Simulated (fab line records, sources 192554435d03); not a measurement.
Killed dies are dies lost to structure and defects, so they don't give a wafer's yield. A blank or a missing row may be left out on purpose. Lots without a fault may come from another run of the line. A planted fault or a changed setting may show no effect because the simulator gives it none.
Which tool did it? | flow n5_finfet | 24 lots, 72 wafers sampled, at 5 steps of a route of 1938

WHAT THE GAUGES READ, wafer by wafer
N5_BEOL_M9_RS_MEAS_57: measures by four-point-probe. Usual: M9_RS 0.1510 ohm/sq, standard deviation 0.0029.
lot  | measured     | on            | M9_RS (ohm/sq)       | flag
L074 | day 9 18:26  | film_metro-02 | 0.1510 0.1517 0.1518 |
L075 | day 10 00:18 | film_metro-02 | 0.1539 0.1519 0.1504 |
L076 | day 10 00:55 | film_metro-02 | 0.1522 0.1533 0.1521 |
L078 | day 10 05:03 | film_metro-01 | 0.1509 0.1522 0.1523 |
L077 | day 10 09:05 | film_metro-02 | 0.1499 0.1510 0.1436 |
L079 | day 11 03:26 | film_metro-02 | 0.1511 0.1527 0.1542 |
L080 | day 11 15:15 | film_metro-02 | 0.1426 0.1427 0.1491 |
L083 | day 12 03:10 | film_metro-01 | 0.1516 0.1508 0.1534 |
L081 | day 12 04:39 | film_metro-01 | 0.1523 0.1525 0.1509 |
L084 | day 12 04:31 | film_metro-01 | 0.1518 0.1517 0.1507 |
L082 | day 12 06:59 | film_metro-01 | 0.1470 0.1536 0.1518 |
L085 | day 12 08:39 | film_metro-01 | 0.1472 0.1456 0.1507 |
L087 | day 12 08:23 | film_metro-01 | 0.1498 0.1505 0.1488 |
L086 | day 12 11:53 | film_metro-02 | 0.1543 0.1561 0.1544 |
L089 | day 13 20:29 | film_metro-01 | 0.1474 0.1515 0.1497 |
L090 | day 13 19:56 | film_metro-02 | 0.1501 0.1498 0.1564 |
L088 | day 13 21:23 | film_metro-02 | 0.1506 0.1520 0.1534 |
L092 | day 14 07:53 | film_metro-01 | 0.1517 0.1504 0.1439 |
L091 | day 14 07:36 | film_metro-02 | 0.1516 0.1468 0.1536 |
L093 | day 14 16:21 | film_metro-01 | 0.1566 0.1533 0.1545 |
L095 | day 14 23:46 | film_metro-01 | 0.1523 0.1509 0.1534 |
L094 | day 15 04:10 | film_metro-02 | 0.1470 0.1505 0.1505 |
L097 | day 15 12:52 | film_metro-01 | 0.1521 0.1469 0.1510 |
L096 | day 16 07:32 | film_metro-01 | 0.1519 0.1507 0.1462 |

WHICH TOOL RAN EACH LOT (tool, then ch and the chambers of the sampled wafers, then the start)
lot  | N5_BEOL_M9_STRIP_67                | N5_BEOL_M9_ETCH_65                 | N5_BEOL_M9_ALD_74                   | N5_BEOL_M9_DEP_56
L074 | rie_diel-04 ch 1,2, day 9 14:04    | rie_diel-04 ch 0,1, day 9 15:20    | ald_metal-01 ch 0,1, day 9 16:22    | pecvd-03 ch 0,1, day 9 18:22
L075 | rie_diel-04 ch 0,1,2, day 9 20:12  | rie_diel-01 ch 0,1, day 9 21:14    | ald_metal-01 ch 0,2,3, day 9 22:48  | pecvd-01 ch 0,1, day 10 00:11
L076 | rie_diel-04 ch 0,1, day 9 20:50    | rie_diel-04 ch 0,1, day 9 21:48    | ald_metal-02 ch 1,2,3, day 9 23:04  | pecvd-03 ch 0,1,2, day 10 00:50
L078 | rie_diel-01 ch 1,3, day 9 23:37    | rie_diel-03 ch 2,3, day 10 01:31   | ald_metal-02 ch 2,3, day 10 03:04   | pecvd-01 ch 0,1, day 10 04:58
L077 | rie_diel-04 ch 1,2, day 10 03:52   | rie_diel-01 ch 2,3, day 10 05:44   | ald_metal-02 ch 2,3, day 10 07:35   | pecvd-03 ch 0,1,2, day 10 09:00
L079 | rie_diel-01 ch 1,2, day 10 15:42   | rie_diel-03 ch 1,3, day 10 20:20   | ald_metal-02 ch 0,1,2, day 10 21:37 | pecvd-01 ch 0,1, day 11 03:22
L080 | rie_diel-04 ch 3, day 11 10:14     | rie_diel-03 ch 0,3, day 11 12:04   | ald_metal-04 ch 1,2, day 11 13:38   | pecvd-02 ch 0,1,2, day 11 15:11
L083 | rie_diel-01 ch 0,1,3, day 11 22:51 | rie_diel-01 ch 0,1, day 11 23:32   | ald_metal-01 ch 1,2,3, day 12 00:37 | pecvd-01 ch 1,2, day 12 03:05
L081 | rie_diel-03 ch 0,3, day 12 00:07   | rie_diel-03 ch 1,2,3, day 12 01:46 | ald_metal-01 ch 1,3, day 12 02:56   | pecvd-03 ch 1,2, day 12 04:34
L084 | rie_diel-01 ch 0,1,2, day 12 00:38 | rie_diel-01 ch 0,1, day 12 01:37   | ald_metal-02 ch 0,1,3, day 12 02:44 | pecvd-01 ch 0,1, day 12 04:26
L082 | rie_diel-01 ch 0,2,3, day 12 01:31 | rie_diel-03 ch 0,2,3, day 12 02:41 | ald_metal-04 ch 1,2, day 12 03:58   | pecvd-02 ch 0,1, day 12 06:54
L085 | rie_diel-01 ch 1,2, day 12 03:19   | rie_diel-01 ch 2,3, day 12 05:12   | ald_metal-04 ch 0,3, day 12 06:58   | pecvd-03 ch 0,1, day 12 08:35
L087 | rie_diel-01 ch 0,1,2, day 12 03:34 | rie_diel-04 ch 0,1, day 12 05:10   | ald_metal-02 ch 0,2, day 12 06:58   | pecvd-01 ch 0,1,2, day 12 08:19
L086 | rie_diel-04 ch 0,1,3, day 12 07:06 | rie_diel-04 ch 0,1,3, day 12 07:48 | ald_metal-02 ch 0,1,3, day 12 08:49 | pecvd-03 ch 0,1,2, day 12 11:48
L089 | rie_diel-04 ch 0,2,3, day 13 14:33 | rie_diel-01 ch 2,3, day 13 16:36   | ald_metal-02 ch 1,2,3, day 13 17:58 | pecvd-03 ch 0,1,2, day 13 20:25
L090 | rie_diel-04 ch 1,2,3, day 13 15:23 | rie_diel-04 ch 2,3, day 13 16:34   | ald_metal-01 ch 1,2, day 13 17:47   | pecvd-01 ch 1,2, day 13 19:52
L088 | rie_diel-04 ch 0,3, day 13 15:38   | rie_diel-04 ch 2,3, day 13 17:13   | ald_metal-02 ch 0,2,3, day 13 18:28 | pecvd-01 ch 0,2, day 13 21:19
L092 | rie_diel-04 ch 0,1,2, day 14 00:09 | rie_diel-03 ch 0,1,2, day 14 03:46 | ald_metal-04 ch 0,1, day 14 06:13   | pecvd-03 ch 0,1,2, day 14 07:48
L091 | rie_diel-04 ch 0,1,3, day 14 00:49 | rie_diel-01 ch 1,2,3, day 14 03:29 | ald_metal-01 ch 0,1,2, day 14 06:08 | pecvd-03 ch 0,1,2, day 14 07:32
L093 | rie_diel-03 ch 0,1,3, day 14 11:01 | rie_diel-04 ch 1,3, day 14 13:31   | ald_metal-04 ch 0,1, day 14 14:49   | pecvd-02 ch 0,2, day 14 16:16
L095 | rie_diel-01 ch 1,3, day 14 19:17   | rie_diel-03 ch 1,2, day 14 21:12   | ald_metal-01 ch 0,2,3, day 14 22:16 | pecvd-03 ch 0,1,2, day 14 23:42
L094 | rie_diel-01 ch 0,1,3, day 14 22:34 | rie_diel-01 ch 0,1,3, day 15 00:41 | ald_metal-04 ch 0,2, day 15 01:49   | pecvd-02 ch 0,1, day 15 04:05
L097 | rie_diel-04 ch 0,1,2, day 15 08:35 | rie_diel-01 ch 0,1,3, day 15 09:41 | ald_metal-01 ch 0,1,2, day 15 11:06 | pecvd-03 ch 0,1,2, day 15 12:47
L096 | rie_diel-03 ch 2,3, day 16 02:56   | rie_diel-03 ch 0,2,3, day 16 04:22 | ald_metal-02 ch 0,1,3, day 16 05:41 | pecvd-02 ch 0,1,2, day 16 07:28
- N5_BEOL_M9_STRIP_67: strips in CF4.
- N5_BEOL_M9_ETCH_65: etches SiARC in CF4, target depth 15.6 nm, time 26 s.
- N5_BEOL_M9_ALD_74: deposits TaN, target thk 2 nm, pulse time 2 s, purge time 3 s.
- N5_BEOL_M9_DEP_56: deposits SiCN from 3MS/NH3, target thk 15 nm, time 26.5 s.

WHAT THE TOOLS THEMSELVES READ (means of the sampled wafers that have a number; where no wafer has one, the mark that the record gives instead)
N5_BEOL_M9_STRIP_67. Usual: drypump_motor_current_A 5.7 A, standard deviation 0.41; oes_product_au 0.81 a.u., standard deviation 0.081; rf_vpp_V 271.4 V, standard deviation 1.7; showerhead_plenum_p_Torr 1.81 Torr, standard deviation 0.062; throttle_valve_pct 13.50 %, standard deviation 0.23.
lot  | tool        | drypump_motor_current_A (A) | oes_product_au (a.u.) | rf_vpp_V (V) | showerhead_plenum_p_Torr (Torr) | throttle_valve_pct (%) | flag
L074 | rie_diel-04 | 5.7                         | 0.77                  | 270.9        | 1.78                            | 13.49                  |
L075 | rie_diel-04 | 5.8                         | 0.73                  | 271.4        | 1.81                            | 13.71                  |
L076 | rie_diel-04 | 5.8                         | 0.72                  | 271.7        | 1.81                            | 13.73                  |
L078 | rie_diel-01 | 5.8                         | 0.85                  | 272.9        | 1.87                            | 13.24                  |
L077 | rie_diel-04 | 5.8                         | 0.72                  | 271.8        | 1.80                            | 13.69                  |
L079 | rie_diel-01 | 5.8                         | 0.89                  | 272.6        | 1.85                            | 13.19                  |
L080 | rie_diel-04 | 6.5                         | 0.71                  | 268.8        | 1.71                            | 13.74                  |
L083 | rie_diel-01 | 5.5                         | 0.83                  | 273.0        | 1.86                            | 13.40                  |
L081 | rie_diel-03 | 5.0                         | 0.88                  | 272.3        | 1.85                            | 13.52                  |
L084 | rie_diel-01 | 5.5                         | 0.86                  | 271.9        | 1.84                            | 13.33                  |
L082 | rie_diel-01 | 5.3                         | 0.86                  | 271.1        | 1.82                            | 13.44                  |
L085 | rie_diel-01 | 5.8                         | 0.86                  | 271.8        | 1.85                            | 13.21                  |
L087 | rie_diel-01 | 5.5                         | 0.85                  | 272.0        | 1.84                            | 13.32                  |
L086 | rie_diel-04 | 6.0                         | 0.82                  | 269.9        | 1.76                            | 13.50                  |
L089 | rie_diel-04 | 6.0                         | 0.85                  | 271.5        | 1.79                            | 13.51                  |
L090 | rie_diel-04 | 6.0                         | 0.81                  | 270.2        | 1.76                            | 13.50                  |
L088 | rie_diel-04 | 6.0                         | 0.84                  | 270.8        | 1.79                            | 13.53                  |
L092 | rie_diel-04 | 5.8                         | 0.87                  | 270.3        | 1.80                            | 13.37                  |
L091 | rie_diel-04 | 6.0                         | 0.79                  | 270.2        | 1.76                            | 13.52                  |
L093 | rie_diel-03 | 5.3                         | 0.83                  | 271.1        | 1.82                            | 13.57                  |
L095 | rie_diel-01 | 5.8                         | 0.80                  | 272.5        | 1.86                            | 13.33                  |
L094 | rie_diel-01 | 5.5                         | 0.80                  | 272.9        | 1.85                            | 13.45                  |
L097 | rie_diel-04 | 5.7                         | 0.86                  | 271.2        | 1.80                            | 13.40                  |
L096 | rie_diel-03 | 5.1                         | 0.78                  | 270.6        | 1.82                            | 13.85                  |

N5_BEOL_M9_ETCH_65. Usual: drypump_motor_current_A 5.6 A, standard deviation 0.43; etch_rf_on_time_s 25.8 s, standard deviation 0.41; oes_product_au 0.71 a.u., standard deviation 0.061; rf_vpp_V 184.4 V, standard deviation 1.3; showerhead_plenum_p_Torr 2.17 Torr, standard deviation 0.075; throttle_valve_pct 15.56 %, standard deviation 0.21.
lot  | tool        | drypump_motor_current_A (A) | etch_rf_on_time_s (s) | oes_product_au (a.u.) | rf_vpp_V (V) | showerhead_plenum_p_Torr (Torr) | throttle_valve_pct (%) | flag
L074 | rie_diel-04 | 5.7                         | 26.1                  | 0.66                  | 183.2        | 2.12                            | 15.51                  |
L075 | rie_diel-01 | 5.4                         | 25.8                  | 0.73                  | 186.0        | 2.26                            | 15.39                  |
L076 | rie_diel-04 | 5.7                         | 26.1                  | 0.65                  | 183.4        | 2.12                            | 15.52                  |
L078 | rie_diel-03 | 4.9                         | 26.1                  | 0.71                  | 183.7        | 2.13                            | 15.77                  |
L077 | rie_diel-01 | 5.5                         | 25.7                  | 0.81                  | 183.5        | 2.13                            | 15.41                  |
L079 | rie_diel-03 | 5.5                         | 25.9                  | 0.72                  | 183.4        | 2.14                            | 15.59                  |
L080 | rie_diel-03 | 5.0                         | 25.2                  | 0.78                  | 185.2        | 2.21                            | 15.57                  |
L083 | rie_diel-01 | 5.7                         | 26.0                  | 0.70                  | 186.2        | 2.25                            | 15.31                  |
L081 | rie_diel-03 | 5.4                         | 25.7                  | 0.70                  | 184.5        | 2.16                            | 15.72                  |
L084 | rie_diel-01 | 5.6                         | 25.8                  | 0.71                  | 186.9        | 2.25                            | 15.31                  |
L082 | rie_diel-03 | 5.1                         | 25.3                  | 0.73                  | 184.2        | 2.20                            | 15.71                  |
L085 | rie_diel-01 | 5.4                         | 25.3                  | 0.74                  | 184.1        | 2.14                            | 15.50                  |
L087 | rie_diel-04 | 5.8                         | 26.3                  | 0.76                  | 184.1        | 2.16                            | 15.40                  |
L086 | rie_diel-04 | 6.0                         | 25.7                  | 0.70                  | 184.3        | 2.11                            | 15.52                  |
L089 | rie_diel-01 | 5.5                         | 25.3                  | 0.75                  | 183.5        | 2.12                            | 15.45                  |
L090 | rie_diel-04 | 6.0                         | 26.1                  | 0.74                  | 183.2        | 2.14                            | 15.54                  |
L088 | rie_diel-04 | 6.2                         | 25.8                  | 0.66                  | 183.7        | 2.08                            | 15.66                  |
L092 | rie_diel-03 | 5.5                         | 25.6                  | 0.71                  | 185.3        | 2.22                            | 15.66                  |
L091 | rie_diel-01 | 5.6                         | 25.6                  | 0.71                  | 183.9        | 2.17                            | 15.41                  |
L093 | rie_diel-04 | 5.9                         | 26.1                  | 0.64                  | 183.1        | 2.06                            | 15.52                  |
L095 | rie_diel-03 | 5.6                         | 25.7                  | 0.69                  | 185.0        | 2.21                            | 15.79                  |
L094 | rie_diel-01 | 5.5                         | 25.7                  | 0.69                  | 184.9        | 2.22                            | 15.49                  |
L097 | rie_diel-01 | 5.5                         | 25.8                  | 0.69                  | 184.9        | 2.21                            | 15.49                  |
L096 | rie_diel-03 | 5.1                         | 25.9                  | 0.69                  | 184.5        | 2.19                            | 15.77                  |

N5_BEOL_M9_ALD_74. Usual: heater_power_outer_w 234 W, standard deviation 27; heater_power_w 429 W, standard deviation 40.
lot  | tool         | heater_power_outer_w (W) | heater_power_w (W) | flag
L074 | ald_metal-01 | 248                      | 435                |
L075 | ald_metal-01 | 214                      | 394                |
L076 | ald_metal-02 | 235                      | 425                |
L078 | ald_metal-02 | 254                      | 438                |
L077 | ald_metal-02 | 262                      | 452                |
L079 | ald_metal-02 | 228                      | 434                |
L080 | ald_metal-04 | 241                      | 441                |
L083 | ald_metal-01 | 239                      | 426                |
L081 | ald_metal-01 | 248                      | 444                |
L084 | ald_metal-02 | 226                      | 422                |
L082 | ald_metal-04 | 267                      | 465                |
L085 | ald_metal-04 | 211                      | 410                |
L087 | ald_metal-02 | 237                      | 461                |
L086 | ald_metal-02 | 224                      | 428                |
L089 | ald_metal-02 | 236                      | 423                |
L090 | ald_metal-01 | 223                      | 411                |
L088 | ald_metal-02 | 248                      | 444                |
L092 | ald_metal-04 | 263                      | 471                |
L091 | ald_metal-01 | 236                      | 427                |
L093 | ald_metal-04 | 261                      | 478                |
L095 | ald_metal-01 | 223                      | 392                |
L094 | ald_metal-04 | 228                      | 428                |
L097 | ald_metal-01 | 239                      | 425                |
L096 | ald_metal-02 | 217                      | 411                |

N5_BEOL_M9_DEP_56. Usual: showerhead_plenum_p_Torr 3.666 Torr, standard deviation 0.012; throttle_valve_pct 9.2 %, standard deviation 0.42.
lot  | tool     | showerhead_plenum_p_Torr (Torr) | throttle_valve_pct (%) | flag
L074 | pecvd-03 | 3.676                           | 9.2                    |
L075 | pecvd-01 | 3.663                           | 9.5                    |
L076 | pecvd-03 | 3.659                           | 9.0                    |
L078 | pecvd-01 | 3.659                           | 9.8                    |
L077 | pecvd-03 | 3.669                           | 9.2                    |
L079 | pecvd-01 | 3.656                           | 9.8                    |
L080 | pecvd-02 | 3.669                           | 9.0                    |
L083 | pecvd-01 | 3.666                           | 9.2                    |
L081 | pecvd-03 | 3.663                           | 9.1                    |
L084 | pecvd-01 | 3.658                           | 9.7                    |
L082 | pecvd-02 | 3.665                           | 9.1                    |
L085 | pecvd-03 | 3.674                           | 9.2                    |
L087 | pecvd-01 | 3.663                           | 9.6                    |
L086 | pecvd-03 | 3.668                           | 9.3                    |
L089 | pecvd-03 | 3.669                           | 9.1                    |
L090 | pecvd-01 | 3.667                           | 9.2                    |
L088 | pecvd-01 | 3.662                           | 9.2                    |
L092 | pecvd-03 | 3.666                           | 9.2                    |
L091 | pecvd-03 | 3.667                           | 9.1                    |
L093 | pecvd-02 | 3.671                           | 8.8                    |
L095 | pecvd-03 | 3.671                           | 9.2                    |
L094 | pecvd-02 | 3.657                           | 8.9                    |
L097 | pecvd-03 | 3.672                           | 9.2                    |
L096 | pecvd-02 | 3.669                           | 9.0                    |

THE ANSWER, worked out from the rows above alone
Rule: a lot is off if the mean of its wafers that have a number lies more than 3 standard deviations from the usual mean. A lot without any number at a reading at which 4 lots or more have one is off too. The other lots that the step has rows for count as sound. The gauges are gone through in route order, then the tools' own readings, and for those a lot's mean is taken as printed above. The first step at which some lot is off is used, and at that step the reading that is off furthest; a lot without a number counts as furthest.
No lot is off at any reading shown: from this, nothing can be told.

WHAT THE SIMULATOR HAD PUT IN
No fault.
